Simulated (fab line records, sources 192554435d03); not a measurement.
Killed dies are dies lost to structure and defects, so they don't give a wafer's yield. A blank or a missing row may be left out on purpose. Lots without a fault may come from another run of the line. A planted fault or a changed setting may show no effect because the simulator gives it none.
Chamber matching | flow n5_finfet | N5_BEOL_M7_ILD_DEP_00 on pecvd-04: 3 sister chambers
The step deposits SiCOH lowk from DEMS/porogen, target thk 179.75 nm, time 33.4 s. 6 wafers are shown with their chamber, then 11 later ones without.

WAFERS WITH THEIR CHAMBER
wafer  | chamber | showerhead_vpp_V (V) | throttle_valve_pct (%)
L088.3 | 2       | 1360                 | 13.8
L088.6 | 1       | 1540                 | 15.0
L090.1 | 0       | 1365                 | 13.0
L090.4 | 2       | 1341                 | 13.9
L090.6 | 0       | 1348                 | 13.0
L092.2 | 1       | 1518                 | 15.0

WAFERS WITHOUT THEIR CHAMBER
wafer  | showerhead_vpp_V (V) | throttle_valve_pct (%)
L092.4 | 1345                 | 13.6
L092.5 | 1372                 | 12.7
L093.2 | 1335                 | 12.8
L093.3 | 1341                 | 14.1
L093.4 | 1534                 | 15.3
L095.2 | 1517                 | 15.4
L095.5 | 1351                 | 14.0
L095.6 | 1532                 | 15.3
L081.1 | 1394                 | 14.0
L081.4 | 1358                 | 13.0
L081.5 | 1494                 | 15.2

WHICH CHAMBER EACH WENT THROUGH
wafer  | from the rows above | in truth
L092.4 | 2                   | 2
L092.5 | 0                   | 0
L093.2 | 0                   | 0
L093.3 | 2                   | 2
L093.4 | 1                   | 1
L095.2 | 1                   | 1
L095.5 | 2                   | 2
L095.6 | 1                   | 1
L081.1 | 2                   | 2
L081.4 | 0                   | 0
L081.5 | 1                   | 1
Placed correctly: 11 of 11. Can't be placed from these rows: 0. Placed wrongly: 0.
How it was worked out, from the rows above alone: a wafer's distance from a chamber is the root of the sum, over the readings, of the square of ((its reading less the chamber's mean) divided by the reading's scatter). The wafer belongs to the nearest chamber; if the next one is less than 2 further off, it can't be placed. A chamber's mean is the mean of its shown wafers. The scatter: the root of (the sum of the squares of (reading less its chamber's mean) over the shown wafers, divided by (wafers less chambers)).
